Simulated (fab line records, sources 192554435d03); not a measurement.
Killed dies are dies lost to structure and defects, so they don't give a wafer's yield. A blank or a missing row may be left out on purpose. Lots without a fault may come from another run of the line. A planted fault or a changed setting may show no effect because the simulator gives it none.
fab line records | flow n5_finfet
record lots=24 wafers=72 last_day=19
route steps=1938 shown SD_EPI_P@303 SDB@356 HKMG_FIN@405
lots that met no fault: from a run of the same line without faults
start_h: hours from the record's first day to the start of the lot's first wafer shown | wait_h: hours since the lot's step before | " the same as in the row above | L1.1+2: a row that stands for several wafers | - no value, or no start given | * or withheld: withheld | < > ~ a bound
route shown NAME@n: a module of which the file shows steps, and the number in the route of the first | usual: mean/standard deviation of fault-free wafers | same: alike in all rows | chamber/n: place in a boat | sites: the reading at each site | _std_site: their standard deviation | _edge_site: outer sites' mean less inner sites' | radius_mm: how far each site lies from the wafer's centre | mask NAME#n: copy n | behind: the tool/chamber that last shaped the wafer | hold: why the lot was held/for how many hours/how that ended | device: the transistor (n, p or np) that didn't switch | end of line: the same wafers' tests at the end of the route | a step without rows: its recipe alone | killed: dies lost to structure and defects at the first sort, not the wafer's yield | map: a wafer's dies, x killed, . not, _ none there
set.NAME: the setting as run; set.NAME@STEP: as run at that earlier step | model.NAME: the simulator's own value behind a step, which no gauge read
steps of the route over a sample of lots; a table a step, a row a wafer
services: from which hour (start_h, from the record's first day; less than 0 if before it) a tool's chamber was out of use, for how many hours, and why
## steps
# step N5_SD_EPI_P_CD_MEAS_09
# recipe target_cd_nm=240 landing_energy_ev=500 detector=se_inlens
# usual cd_nm=240.1/0.63
# columns lot.wafer tool chamber start_h wait_h cd_nm
L074.2 cd_sem-03 0 51.61 - 239.7
L074.3 " 0 " " 240.0
L074.5 " 0 " " 239.8
L075.2 cd_sem-02 0 58.35 - 240.5
L075.4 " 0 " " 240.2
L075.6 " 0 " " 240.4
L076.1 cd_sem-02 0 67.18 - 240.2
L076.2 " 0 " " 240.5
L076.5 " 0 " " 240.0
L077.2 cd_sem-03 0 72.11 - 239.7
L077.4 " 0 " " 239.9
L077.6 " 0 " " 239.6
L078.2 cd_sem-03 0 79.45 - 239.2
L078.3 " 0 " " 239.6
L078.5 " 0 " " 240.6
L079.1 cd_sem-01 0 84.81 - 239.7
L079.2 " 0 " " 239.5
L079.4 " 0 " " 239.5
L080.3 cd_sem-03 0 88.85 - 241.0
L080.5 " 0 " " 239.0
L080.6 " 0 " " 239.3
L081.2 cd_sem-03 0 95.75 - 240.0
L081.3 " 0 " " 241.2
L081.5 " 0 " " 240.9
L082.1 cd_sem-01 0 101.44 - 240.0
L082.3 " 0 " " 239.5
L082.4 " 0 " " 240.3
L083.1 cd_sem-01 0 107.05 - 240.7
L083.3 " 0 " " 240.3
L083.5 " 0 " " 240.1
L084.2 cd_sem-02 0 112.16 - 240.6
L084.4 " 0 " " 240.5
L084.6 " 0 " " 240.7
L085.1 cd_sem-03 0 124.67 - 240.2
L085.4 " 0 " " 239.0
L085.5 " 0 " " 239.2
L086.1 cd_sem-01 0 129.92 - 241.2
L086.3 " 0 " " 240.8
L086.4 " 0 " " 240.4
L087.1 cd_sem-03 0 133.46 - 239.0
L087.2 " 0 " " 239.6
L087.5 " 0 " " 239.7
L088.2 cd_sem-01 0 137.83 - 240.9
L088.3 " 0 " " 240.0
L088.5 " 0 " " 240.8
L089.2 cd_sem-03 0 145.39 - 240.9
L089.3 " 0 " " 239.5
L089.4 " 0 " " 240.7
L090.1 cd_sem-02 0 150.94 - 239.8
L090.3 " 0 " " 241.2
L090.6 " 0 " " 239.9
L091.2 cd_sem-03 0 158.73 - 239.9
L091.5 " 0 " " 239.6
L091.6 " 0 " " 239.9
L092.1 cd_sem-01 0 160.86 - 240.1
L092.5 " 0 " " 240.4
L092.6 " 0 " " 240.3
L093.2 cd_sem-02 0 169.31 - 240.0
L093.4 " 0 " " 241.7
L093.6 " 0 " " 240.4
L094.2 cd_sem-01 0 173.41 - 241.0
L094.5 " 0 " " 240.8
L094.6 " 0 " " 239.8
L095.2 cd_sem-03 0 179.75 - 240.3
L095.5 " 0 " " 240.9
L095.6 " 0 " " 240.3
L096.1 cd_sem-03 0 188.72 - 239.4
L096.3 " 0 " " 240.3
L096.4 " 0 " " 240.0
L097.2 cd_sem-02 0 192.06 - 238.8
L097.3 " 0 " " 239.2
L097.5 " 0 " " 238.3
# step N5_SD_EPI_P_ETCH_36
# recipe chemistry=CF4 target=SiARC target_depth_a=455 mask_material=CAR-ArF-block time_s=75.8 ion_energy_ev=80 pressure_mtorr=40 source_w=545 bias_w=36 Ar_flow_sccm=100 cf4_flow_sccm=100 ends=cleared
# usual drypump_motor_current_A=5.7/0.67 etch_rf_on_time_s=75.7/1.2 oes_product_au=0.68/0.076 rf_fwd_power_W=539.3/2.2 rf_vpp_V=184.0/1.1 showerhead_plenum_p_Torr=2.14/0.063 throttle_valve_pct=15.61/0.21
# columns lot.wafer tool chamber start_h wait_h drypump_motor_current_A etch_rf_on_time_s oes_product_au rf_fwd_power_W rf_hours_counter_h rf_vpp_V showerhead_plenum_p_Torr throttle_valve_pct
L074.2 rie_diel-04 0 51.73 0.0 5.3 76.4 0.60 540.6 230 182.9 2.03 15.76
L074.3 " 2 " " 6.2 75.9 0.70 540.9 88 183.8 2.09 15.68
L074.5 " 2 " " 6.2 76.0 0.70 539.3 - 184.6 2.09 15.68
L075.2 rie_diel-04 0 58.47 0.0 5.4 76.4 0.60 543.2 232 183.8 2.03 15.75
L075.4 " 3 " " 5.9 76.1 0.59 536.4 245 185.5 2.19 15.82
L075.6 " 0 " " 5.4 76.2 0.60 540.3 - 181.3 2.03 15.75
L076.1 rie_diel-01 3 67.31 0.0 5.4 76.1 0.60 537.0 223 184.0 2.12 15.61
L076.2 " 2 " " 4.9 74.0 0.68 538.3 109 183.9 2.08 15.56
L076.5 " 3 " " 5.4 76.4 0.60 536.0 - 184.8 2.12 15.62
L077.2 rie_diel-01 2 72.23 0.0 4.9 74.6 0.68 540.0 110 182.0 2.08 15.58
L077.4 " 3 " " 5.4 77.0 0.59 537.3 224 182.7 2.12 15.63
L077.6 " 3 " " 5.4 77.6 0.59 537.0 - 182.9 2.12 15.63
L078.2 rie_diel-06 3 79.57 0.0 5.1 76.5 0.63 544.9 172 182.2 2.05 15.91
L078.3 " 2 " " 6.6 76.5 0.60 540.8 238 186.9 2.20 16.00
L078.5 " 3 " " 5.1 77.2 0.63 540.6 - 183.2 2.05 15.90
L079.1 rie_diel-06 2 85.08 0.0 6.6 75.8 0.60 540.6 241 185.2 2.20 16.00
L079.2 " 1 " " 5.0 76.9 0.64 540.1 174 184.4 2.13 15.61
L079.4 " 2 " " 6.6 75.6 0.60 540.0 - 185.4 2.20 16.01
L080.3 rie_diel-06 2 88.97 0.0 6.6 76.5 0.59 540.2 243 185.1 2.20 16.01
L080.5 " 1 " " 5.0 77.3 0.64 538.1 - 185.5 2.13 15.62
L080.6 " 3 " " 5.1 76.3 0.63 543.0 - 183.7 2.05 15.91
L081.2 rie_diel-01 3 95.87 0.0 5.4 76.0 0.59 536.9 231 184.4 2.12 15.65
L081.3 " 1 " " 6.8 74.5 0.75 536.2 47 184.1 2.18 15.41
L081.5 " 2 " " 4.9 74.1 0.67 538.6 - 184.0 2.07 15.58
L082.1 rie_diel-06 3 101.63 0.0 5.1 76.7 0.62 544.0 181 182.2 2.04 15.91
L082.3 " 1 " " 4.9 77.8 0.63 539.4 181 184.0 2.13 15.63
L082.4 " 2 " " 6.6 76.6 0.59 542.1 247 185.5 2.20 16.03
L083.1 rie_diel-04 3 107.51 0.0 5.9 74.2 0.83 539.8 6 185.4 2.19 15.32
L083.3 " 2 " " 6.2 75.3 0.67 542.1 108 182.6 2.08 15.72
L083.5 " 2 " " 6.2 76.0 0.67 543.0 - 183.0 2.08 15.72
L084.2 rie_diel-01 1 112.29 0.0 6.9 75.1 0.72 538.4 53 184.6 2.18 15.44
L084.4 " 2 " " 4.9 75.1 0.67 542.6 123 183.7 2.07 15.60
L084.6 " 2 " " 4.9 74.7 0.68 540.7 - 182.6 2.07 15.59
L085.1 rie_diel-01 3 124.79 0.0 5.4 77.5 0.58 536.6 240 183.3 2.12 15.67
L085.4 " 1 " " 6.8 74.8 0.73 537.8 57 184.5 2.17 15.43
L085.5 " 2 " " 4.9 74.8 0.67 538.9 - 182.7 2.07 15.60
L086.1 rie_diel-04 1 130.88 0.0 5.9 73.6 0.67 535.4 131 184.7 2.24 15.65
L086.3 " 3 " " 5.9 74.7 0.80 538.9 15 185.1 2.19 15.35
L086.4 " 2 " " 6.2 76.6 0.67 539.7 118 183.9 2.08 15.73
L087.1 rie_diel-06 0 133.91 0.0 6.2 74.7 0.81 539.0 11 184.1 2.19 15.30
L087.2 " 1 " " 4.9 78.3 0.62 540.9 188 184.1 2.13 15.63
L087.5 " 3 " " 5.1 77.1 0.62 542.0 - 182.0 2.04 15.93
L088.2 rie_diel-01 1 137.95 0.0 6.8 75.0 0.72 539.8 63 185.4 2.17 15.45
L088.3 " 3 " " 5.4 76.6 0.58 538.4 246 183.0 2.12 15.67
L088.5 " 3 " " 5.4 77.0 0.58 539.2 - 182.8 2.12 15.67
L089.2 rie_diel-01 3 145.52 0.0 5.4 76.2 0.58 535.1 248 183.9 2.11 15.68
L089.3 " 1 " " 6.8 75.0 0.72 534.3 65 184.2 2.17 15.44
L089.4 " 2 " " 4.9 74.6 0.67 537.7 129 183.6 2.07 15.61
L090.1 rie_diel-01 2 151.07 0.0 4.8 75.2 0.66 540.9 131 185.2 2.07 15.61
L090.3 " 3 " " 5.4 77.3 0.58 537.2 249 184.5 2.11 15.68
L090.6 " 0 " " 5.4 75.2 0.73 544.4 - 184.9 2.18 15.43
L091.2 rie_diel-06 3 159.12 0.0 5.1 77.3 0.62 539.8 195 183.7 2.04 15.95
L091.5 " 0 " " 6.2 74.4 0.79 541.1 - 184.6 2.19 15.31
L091.6 " 3 " " 5.1 77.3 0.61 541.2 - 182.7 2.04 15.97
L092.1 rie_diel-06 1 161.00 0.0 4.9 77.5 0.62 537.2 196 184.2 2.12 15.65
L092.5 " 2 " " 6.6 74.8 0.84 539.2 - 183.4 2.19 15.52
L092.6 " 3 " " 5.1 77.2 0.61 541.8 - 183.1 2.04 15.95
L093.2 rie_diel-06 0 169.43 0.0 6.2 73.9 0.79 536.7 20 185.3 2.19 15.32
L093.4 " 1 " " 5.0 77.3 0.62 537.7 197 183.5 2.12 15.65
L093.6 " 1 " " 4.9 76.9 0.63 539.6 - 184.5 2.12 15.65
L094.2 rie_diel-06 1 173.54 0.0 4.9 78.3 0.62 537.8 199 184.3 2.12 15.66
L094.5 " 1 " " 5.0 77.7 0.62 537.6 - 184.2 2.12 15.66
L094.6 " 0 " " 6.3 74.6 0.78 537.3 - 184.2 2.19 15.31
L095.2 rie_diel-01 3 179.92 0.0 5.4 73.8 0.82 535.3 2 182.9 2.11 15.20
L095.5 " 2 " " 4.9 75.1 0.65 538.6 - 181.9 2.07 15.62
L095.6 " 1 " " 6.7 75.6 0.70 536.3 - 184.6 2.17 15.47
L096.1 rie_diel-04 2 188.84 0.0 6.2 77.0 0.65 541.5 135 183.1 2.07 15.77
L096.3 " 1 " " 5.9 74.9 0.65 538.0 149 185.5 2.23 15.71
L096.4 " 3 " " 5.8 75.7 0.76 538.4 33 183.1 2.18 15.37
L097.2 rie_diel-01 1 192.25 0.0 6.8 75.2 0.70 538.2 81 183.8 2.17 15.47
L097.3 " 2 " " 4.9 75.9 0.66 541.2 145 182.1 2.06 15.63
L097.5 " 1 " " 6.8 74.9 0.71 537.2 - 185.7 2.17 15.48
# step N5_SD_EPI_P_SD_RECESS_17
# recipe chemistry=HBr/Cl2/O2 target_depth_a=391 bt_time_s=3 pressure_mtorr=10 icp_w=800 bias_w=112 HBr_flow_sccm=150 Cl2_flow_sccm=80 O2_flow_sccm=12
# usual drypump_motor_current_A=6.0/0.36 oes_product_au=0.995/0.0092 rf_fwd_power_W=794.3/2.8 throttle_valve_pct=36.99/0.24
# columns lot.wafer tool chamber start_h wait_h drypump_motor_current_A oes_product_au rf_fwd_power_W rf_hours_counter_h throttle_valve_pct
L074.2 rie_si-01 3 52.38 0.0 6.2 1.007 791.4 190 37.23
L074.3 " 2 " " 6.3 1.013 788.5 131 36.86
L074.5 " 1 " " 5.8 0.992 792.4 - 36.80
L075.2 rie_si-02 1 59.12 0.0 5.5 0.997 790.6 148 36.91
L075.4 " 0 " " 6.1 1.001 793.1 2 37.02
L075.6 " 1 " " 5.5 0.990 790.1 - 36.91
L076.1 rie_si-03 2 67.96 0.0 5.9 0.982 799.4 50 36.96
L076.2 " 0 " " 6.0 0.997 794.7 191 36.89
L076.5 " 2 " " 5.8 0.986 797.6 - 36.96
L077.2 rie_si-02 2 72.88 0.0 6.6 0.998 797.9 86 36.94
L077.4 " 0 " " 6.1 1.004 794.0 3 37.02
L077.6 " 3 " " 6.5 1.008 792.8 - 37.53
L078.2 rie_si-03 2 80.22 0.0 5.8 1.002 795.3 50 36.96
L078.3 " 0 " " 6.0 1.002 795.3 191 36.87
L078.5 " 1 " " 6.4 0.983 798.4 - 36.68
L079.1 rie_si-01 2 85.73 0.0 6.3 1.006 794.0 131 36.89
L079.2 " 0 " " 6.0 0.980 791.4 86 37.24
L079.4 " 3 " " 6.1 1.002 792.6 - 37.22
L080.3 rie_si-03 0 89.62 0.0 6.0 1.003 798.4 192 36.88
L080.5 " 3 " " 5.4 0.992 795.2 - 36.67
L080.6 " 0 " " 6.0 0.999 793.9 - 36.85
L081.2 rie_si-03 3 96.52 0.0 5.3 0.983 797.7 92 36.65
L081.3 " 0 " " 6.0 0.996 794.4 192 36.87
L081.5 " 3 " " 5.4 0.986 795.7 - 36.66
L082.1 rie_si-01 1 102.28 0.0 5.8 0.985 798.4 165 36.82
L082.3 " 3 " " 6.2 1.000 787.6 190 37.25
L082.4 " 0 " " 6.0 0.991 792.9 86 37.26
L083.1 rie_si-02 0 108.16 0.0 6.0 1.009 793.9 4 37.03
L083.3 " 2 " " 6.8 0.993 796.4 87 36.95
L083.5 " 2 " " 6.7 0.988 795.3 - 36.93
L084.2 rie_si-02 2 112.94 0.0 6.7 0.993 798.6 87 36.95
L084.4 " 1 " " 5.5 0.989 790.0 149 36.90
L084.6 " 0 " " 6.1 1.005 792.6 - 37.03
L085.1 rie_si-01 1 125.44 0.0 5.8 0.984 795.9 166 36.78
L085.4 " 3 " " 6.2 1.005 790.0 191 37.23
L085.5 " 2 " " 6.3 1.004 790.2 - 36.88
L086.1 rie_si-01 3 131.54 0.0 6.2 1.005 788.6 191 37.23
L086.3 " 2 " " 6.3 1.006 795.9 132 36.89
L086.4 " 1 " " 5.8 0.992 796.5 166 36.80
L087.1 rie_si-02 3 134.57 0.0 6.4 1.008 798.2 106 37.53
L087.2 " 2 " " 6.7 0.994 799.7 88 36.93
L087.5 " 3 " " 6.4 1.001 796.6 - 37.53
L088.2 rie_si-03 1 138.60 0.0 6.3 0.987 796.4 120 36.67
L088.3 " 2 " " 5.9 0.992 792.2 51 36.94
L088.5 " 3 " " 5.3 0.990 796.0 - 36.64
L089.2 rie_si-02 1 146.17 0.0 5.5 0.995 791.7 150 36.91
L089.3 " 2 " " 6.6 0.985 796.6 88 36.95
L089.4 " 3 " " 6.5 1.006 792.5 106 37.54
L090.1 rie_si-02 3 151.72 0.0 6.5 0.998 798.0 106 37.54
L090.3 " 1 " " 5.5 0.995 789.8 150 36.89
L090.6 " 1 " " 5.5 0.986 793.8 - 36.89
L091.2 rie_si-01 1 159.77 0.0 5.8 0.987 799.1 166 36.80
L091.5 " 3 " " 6.2 0.996 791.7 - 37.22
L091.6 " 2 " " 6.3 1.003 796.2 - 36.87
L092.1 rie_si-01 0 161.65 0.0 6.0 0.990 792.8 87 37.26
L092.5 " 0 " " 6.0 1.000 794.2 - 37.26
L092.6 " 3 " " 6.2 1.005 789.0 - 37.24
L093.2 rie_si-03 3 170.08 0.0 5.4 0.992 798.7 94 36.67
L093.4 " 1 " " 6.3 0.979 798.4 - 36.66
L093.6 " 2 " " 5.9 0.987 799.4 - 36.95
L094.2 rie_si-01 1 174.19 0.0 5.8 0.991 796.7 167 36.80
L094.5 " 2 " " 6.3 1.008 788.9 - 36.87
L094.6 " 1 " " 5.8 0.986 794.7 - 36.80
L095.2 rie_si-01 2 180.57 0.0 6.2 1.000 795.6 133 36.88
L095.5 " 0 " " 5.9 0.983 792.9 - 37.26
L095.6 " 2 " " 6.3 1.001 797.0 - 36.88
L096.1 rie_si-01 0 189.50 0.0 6.0 0.987 793.4 88 37.25
L096.3 " 2 " " 6.2 1.005 790.6 133 36.87
L096.4 " 0 " " 6.0 0.997 794.8 - 37.27
L097.2 rie_si-02 2 192.90 0.0 6.7 0.988 795.7 89 36.95
L097.3 " 0 " " 6.1 1.008 795.1 5 37.04
L097.5 " 0 " " 6.1 1.004 789.5 - 37.02
# step N5_SD_EPI_P_EPI_MEAS_23
# recipe mode=xrd
# usual thk_nm=61.0/1.3
# columns lot.wafer tool chamber start_h wait_h thk_nm
L074.2 film_metro-02 - 55.30 1.5 61.9
L074.3 " - " " 62.1
L074.5 " - " " 62.1
L075.2 film_metro-02 - 62.02 1.5 63.3
L075.4 " - " " 62.0
L075.6 " - " " 64.0
L076.1 film_metro-02 - 70.82 1.8 63.0
L076.2 " - " " 61.5
L076.5 " - " " 62.0
L077.2 film_metro-02 - 75.83 1.5 62.4
L077.4 " - " " 60.9
L077.6 " - " " 60.6
L078.2 film_metro-01 - 83.11 1.5 58.7
L078.3 " - " " 58.7
L078.5 " - " " 60.9
L079.1 film_metro-02 - 88.59 1.8 61.7
L079.2 " - " " 60.8
L079.4 " - " " 61.5
L080.3 film_metro-01 - 93.36 1.5 63.3
L080.5 " - " " 59.4
L080.6 " - " " 60.0
L081.2 film_metro-02 - 99.40 1.5 58.7
L081.3 " - " " 59.8
L081.5 " - " " 60.5
L082.1 film_metro-01 - 105.18 1.8 60.4
L082.3 " - " " 61.7
L082.4 " - " " 59.1
L083.1 film_metro-02 - 111.02 1.8 60.6
L083.3 " - " " 60.9
L083.5 " - " " 60.5
L084.2 film_metro-02 - 115.80 1.5 63.3
L084.4 " - " " 60.8
L084.6 " - " " 60.6
L085.1 film_metro-02 - 128.30 1.8 61.1
L085.4 " - " " 59.8
L085.5 " - " " 60.7
L086.1 film_metro-02 - 134.39 1.8 60.7
L086.3 " - " " 62.3
L086.4 " - " " 61.5
L087.1 film_metro-02 - 137.42 1.8 59.3
L087.2 " - " " 59.5
L087.5 " - " " 59.2
L088.2 film_metro-01 - 141.48 1.5 60.9
L088.3 " - " " 60.1
L088.5 " - " " 59.8
L089.2 film_metro-02 - 149.13 1.5 61.1
L089.3 " - " " 59.2
L089.4 " - " " 63.1
L090.1 film_metro-02 - 154.57 1.8 62.6
L090.3 " - " " 61.3
L090.6 " - " " 60.8
L091.2 film_metro-01 - 162.64 1.5 61.6
L091.5 " - " " 63.1
L091.6 " - " " 61.9
L092.1 film_metro-01 - 165.37 2.5 59.2
L092.5 " - " " 59.7
L092.6 " - " " 62.1
L093.2 film_metro-01 - 172.96 1.5 59.8
L093.4 " - " " 60.9
L093.6 " - " " 58.8
L094.2 film_metro-02 - 177.05 1.5 60.2
L094.5 " - " " 62.4
L094.6 " - " " 61.1
L095.2 film_metro-02 - 183.43 1.5 60.9
L095.5 " - " " 61.1
L095.6 " - " " 59.1
L096.1 film_metro-02 - 192.35 1.8 59.4
L096.3 " - " " 60.4
L096.4 " - " " 59.6
L097.2 film_metro-02 - 195.77 1.5 61.5
L097.3 " - " " 63.2
L097.5 " - " " 59.6
# step N5_SDB_CD_MEAS_11
# recipe target_cd_nm=50 landing_energy_ev=500 detector=se_inlens polarity=opening
# usual cd_nm=49.9/0.95
# columns lot.wafer tool chamber start_h wait_h cd_nm
L074.2 cd_sem-01 0 63.13 - 48.6
L074.3 " 0 " " 49.0
L074.5 " 0 " " 51.1
L075.2 cd_sem-02 0 69.74 - 49.6
L075.4 " 0 " " 49.6
L075.6 " 0 " " 49.6
L076.1 cd_sem-03 0 78.60 - 48.6
L076.2 " 0 " " 48.9
L076.5 " 0 " " 48.4
L077.2 cd_sem-02 0 83.49 - 50.5
L077.4 " 0 " " 51.0
L077.6 " 0 " " 51.0
L078.2 cd_sem-01 0 90.92 - 48.4
L078.3 " 0 " " 48.7
L078.5 " 0 " " 48.1
L079.1 cd_sem-02 0 97.26 - 50.5
L079.2 " 0 " " 51.5
L079.4 " 0 " " 50.9
L080.3 cd_sem-03 0 101.66 - 48.9
L080.5 " 0 " " 49.8
L080.6 " 0 " " 49.8
L081.2 cd_sem-01 0 107.36 - 50.0
L081.3 " 0 " " 49.7
L081.5 " 0 " " 49.3
L082.1 cd_sem-03 0 112.76 - 50.0
L082.3 " 0 " " 48.7
L082.4 " 0 " " 51.1
L083.1 cd_sem-03 0 118.69 - 49.2
L083.3 " 0 " " 49.7
L083.5 " 0 " " 50.4
L084.2 cd_sem-03 0 124.00 - 50.9
L084.4 " 0 " " 50.3
L084.6 " 0 " " 51.3
L085.1 cd_sem-01 0 135.85 - 50.6
L085.4 " 0 " " 49.9
L085.5 " 0 " " 49.7
L086.1 cd_sem-01 0 142.32 - 50.0
L086.3 " 0 " " 49.9
L086.4 " 0 " " 49.8
L087.1 cd_sem-02 0 145.29 - 49.4
L087.2 " 0 " " 48.8
L087.5 " 0 " " 49.7
L088.2 cd_sem-03 0 149.20 - 48.9
L088.3 " 0 " " 49.1
L088.5 " 0 " " 48.3
L089.2 cd_sem-01 0 156.75 - 50.5
L089.3 " 0 " " 50.2
L089.4 " 0 " " 51.4
L090.1 cd_sem-01 0 162.89 - 51.5
L090.3 " 0 " " 51.9
L090.6 " 0 " " 50.2
L091.2 cd_sem-01 0 170.54 - 50.7
L091.5 " 0 " " 49.8
L091.6 " 0 " " 49.5
L092.1 cd_sem-01 0 172.94 - 51.0
L092.5 " 0 " " 48.9
L092.6 " 0 " " 49.6
L093.2 cd_sem-02 0 180.79 - 49.6
L093.4 " 0 " " 48.5
L093.6 " 0 " " 48.6
L094.2 cd_sem-01 0 186.37 - 50.6
L094.5 " 0 " " 48.6
L094.6 " 0 " " 48.8
L095.2 cd_sem-02 0 193.49 - 51.2
L095.5 " 0 " " 51.1
L095.6 " 0 " " 50.8
L096.1 cd_sem-01 0 200.73 - 50.7
L096.3 " 0 " " 50.2
L096.4 " 0 " " 51.5
L097.2 cd_sem-02 0 203.34 - 48.9
L097.3 " 0 " " 49.8
L097.5 " 0 " " 48.8
# step N5_HKMG_FIN_STRIP_57
# recipe chemistry=CF4 resist=SiARC power_w=300 bias_power_w=75 pressure_mtorr=50 cf4_flow_sccm=150 rf_frequency_hz=6e+07
# usual drypump_motor_current_A=6.0/0.52 oes_product_au=0.78/0.078 rf_fwd_power_W=293.3/1.5 rf_vpp_V=271.9/1.5 showerhead_plenum_p_Torr=1.83/0.057 throttle_valve_pct=13.56/0.2
# columns lot.wafer tool chamber start_h wait_h drypump_motor_current_A oes_product_au rf_fwd_power_W rf_hours_counter_h rf_vpp_V showerhead_plenum_p_Torr throttle_valve_pct
L074.2 rie_diel-03 0 69.32 0.0 6.5 0.70 293.5 221 272.8 1.85 13.71
L074.3 " 2 " " 5.8 0.68 - 245 270.4 1.70 14.08
L074.5 " 0 " " 6.4 0.71 294.1 - 273.8 1.85 13.71
L075.2 rie_diel-05 3 76.65 0.0 6.4 0.75 295.2 153 272.4 1.86 13.74
L075.4 " 0 " " 5.7 0.78 295.0 92 273.0 1.88 13.62
L075.6 " 2 " " 5.9 0.72 291.3 - 273.1 1.86 13.48
L076.1 rie_diel-02 0 84.47 0.0 6.1 0.74 293.6 150 271.7 1.87 13.58
L076.2 " 3 " " 5.8 0.86 291.6 65 272.3 1.89 13.61
L076.5 " 3 " " 5.8 0.85 292.7 - 272.9 1.89 13.62
L077.2 rie_diel-03 0 89.38 0.0 6.4 0.71 - 231 272.3 1.85 13.73
L077.4 " 0 " " 6.4 0.70 - - 272.2 1.85 13.73
L077.6 " 3 " " 6.2 0.79 293.1 - 271.2 1.80 13.57
L078.2 rie_diel-05 3 97.73 0.0 6.4 0.74 294.7 160 272.4 1.86 13.75
L078.3 " 1 " " 4.9 0.92 293.2 19 270.7 1.75 13.22
L078.5 " 2 " " 5.9 0.72 - - 271.7 1.86 13.50
L079.1 rie_diel-02 2 103.97 0.0 6.0 0.70 292.6 224 268.2 1.70 13.92
L079.2 " 3 " " 5.8 0.85 293.4 71 273.7 1.89 13.62
L079.4 " 0 " " 6.2 0.74 293.3 156 273.7 1.87 13.58
L080.3 rie_diel-03 2 107.60 0.0 5.8 0.96 294.1 1 273.4 1.91 13.53
L080.5 " 1 " " 6.7 0.76 293.8 - 271.6 1.86 13.29
L080.6 " 2 " " 5.8 0.96 292.5 - 275.1 1.91 13.51
L081.2 rie_diel-02 0 113.90 0.0 6.2 0.74 292.9 160 271.8 1.87 13.61
L081.3 " 1 " " 5.0 0.92 290.8 15 270.1 1.76 13.34
L081.5 " 0 " " 6.2 0.74 292.8 - 271.6 1.87 13.61
L082.1 rie_diel-05 1 119.52 0.0 4.9 0.90 291.4 27 269.8 1.75 13.25
L082.3 " 2 " " 5.9 0.71 - 207 272.1 1.85 13.51
L082.4 " 3 " " 6.4 0.73 293.7 168 272.0 1.86 13.78
L083.1 rie_diel-03 2 124.92 0.0 5.8 0.92 291.7 7 273.5 1.91 13.53
L083.3 " 0 " " 6.4 0.69 293.2 246 271.6 1.84 13.75
L083.5 " 2 " " 5.8 0.92 292.7 - 275.7 1.91 13.53
L084.2 rie_diel-03 2 129.92 0.0 5.8 0.91 292.7 10 274.0 1.91 13.55
L084.4 " 0 " " 6.4 0.69 - 248 274.3 1.84 13.77
L084.6 " 2 " " 5.8 0.92 293.8 - 272.8 1.91 13.55
L085.1 rie_diel-03 2 142.03 0.0 5.8 0.90 292.4 14 273.7 1.91 13.53
L085.4 " 2 " " 5.8 0.90 292.5 - 273.2 1.90 13.53
L085.5 " 3 " " 6.1 0.76 294.6 - 272.4 1.80 13.62
L086.1 rie_diel-03 3 148.52 0.0 6.1 0.76 292.4 143 270.6 1.80 13.63
L086.3 " 1 " " 6.7 0.75 295.9 163 271.4 1.85 13.32
L086.4 " 1 " " 6.7 0.75 297.2 - 273.6 1.85 13.31
L087.1 rie_diel-03 3 152.03 0.0 6.1 0.77 292.2 144 271.3 1.80 13.62
L087.2 " 2 " " 5.8 0.89 292.2 19 272.4 1.90 13.56
L087.5 " 1 " " 6.7 0.75 - - 273.3 1.85 13.31
L088.2 rie_diel-03 3 155.40 0.0 6.1 0.76 291.8 146 271.3 1.80 13.63
L088.3 " 1 " " 6.7 0.75 294.3 167 269.7 1.85 13.32
L088.5 " 1 " " 6.7 0.74 294.8 - 273.7 1.85 13.33
L089.2 rie_diel-02 2 162.84 0.0 6.0 0.68 292.2 244 269.8 1.69 13.96
L089.3 " 1 " " 5.0 0.88 293.3 31 270.2 1.76 13.37
L089.4 " 0 " " 6.2 0.73 294.2 176 274.1 1.86 13.65
L090.1 rie_diel-05 2 169.00 0.0 5.9 0.70 - 223 272.1 1.85 13.53
L090.3 " 0 " " 5.7 0.74 294.6 125 272.1 1.87 13.69
L090.6 " 3 " " 6.4 0.72 294.5 - 273.5 1.86 13.82
L091.2 rie_diel-05 1 177.39 0.0 4.9 0.87 294.3 47 271.6 1.75 13.29
L091.5 " 0 " " 5.7 0.74 295.6 - 272.7 1.87 13.71
L091.6 " 3 " " 6.4 0.71 295.7 - 272.6 1.85 13.81
L092.1 rie_diel-03 1 179.86 0.0 6.7 0.74 - 177 272.4 1.85 13.35
L092.5 " 3 " " 6.1 0.75 294.5 - 272.1 1.79 13.66
L092.6 " 2 " " 5.8 0.87 292.1 - 273.0 1.90 13.57
L093.2 rie_diel-03 1 186.90 0.0 6.7 0.73 294.4 180 272.4 1.85 13.35
L093.4 " 0 " " 6.4 0.93 294.3 7 272.9 1.84 13.24
L093.6 " 3 " " 6.1 0.76 291.6 - 270.7 1.79 13.66
L094.2 rie_diel-05 2 192.89 0.0 5.9 0.69 292.5 231 271.4 1.85 13.57
L094.5 " 0 " " 5.7 0.73 294.7 - 273.2 1.87 13.72
L094.6 " 2 " " 5.9 0.70 292.9 - 272.3 1.85 13.54
L095.2 rie_diel-02 1 200.16 0.0 4.9 0.86 291.7 43 270.9 1.75 13.40
L095.5 " 0 " " 6.2 0.71 293.8 - 272.2 1.86 13.67
L095.6 " 3 " " 5.8 0.81 292.1 - 272.4 1.88 13.69
L096.1 rie_diel-05 0 207.62 0.0 5.6 0.73 296.1 140 272.8 1.87 13.74
L096.3 " 2 " " 5.9 0.69 - 237 271.4 1.85 13.58
L096.4 " 3 " " 6.4 0.71 294.5 198 272.0 1.85 13.82
L097.2 rie_diel-05 1 209.76 0.0 4.9 0.85 291.9 59 270.8 1.74 13.33
L097.3 " 3 " " 6.4 0.71 294.2 199 271.9 1.85 13.84
L097.5 " 3 " " 6.4 0.71 293.7 - 272.0 1.85 13.84
## services
# columns tool chamber start_h hours kind
rie_diel-03 - 31.94 14.6 pm
rie_si-02 - 40.99 0.9 repair
rie_diel-04 1 46.04 2.6 repair
rie_diel-03 1 48.64 15.8 repair
rie_si-01 2 48.77 3.3 repair
rie_si-01 - 53.03 28.1 pm
rie_diel-06 2 57.16 4.2 repair
rie_diel-01 0 66.08 1.5 repair
rie_si-03 1 67.28 5.5 repair
rie_diel-03 2 82.90 - clean
rie_diel-03 2 82.90 - consumable_replace:focus_ring
rie_si-01 1 85.12 3.7 repair
rie_si-01 - 86.10 0.1 repair
rie_diel-06 - 92.89 0.4 repair
rie_diel-03 - 99.11 2.8 pm
rie_diel-06 2 114.51 5.9 repair
rie_diel-06 - 116.53 12.6 repair
rie_diel-02 3 127.94 2.0 repair
rie_si-01 3 168.75 4.6 repair
rie_si-03 0 169.96 4.0 repair
rie_diel-06 1 183.64 4.6 repair
rie_diel-05 3 191.40 1.4 repair
rie_diel-01 0 196.72 1.8 repair
rie_diel-01 1 196.83 5.2 repair
## key
fault none
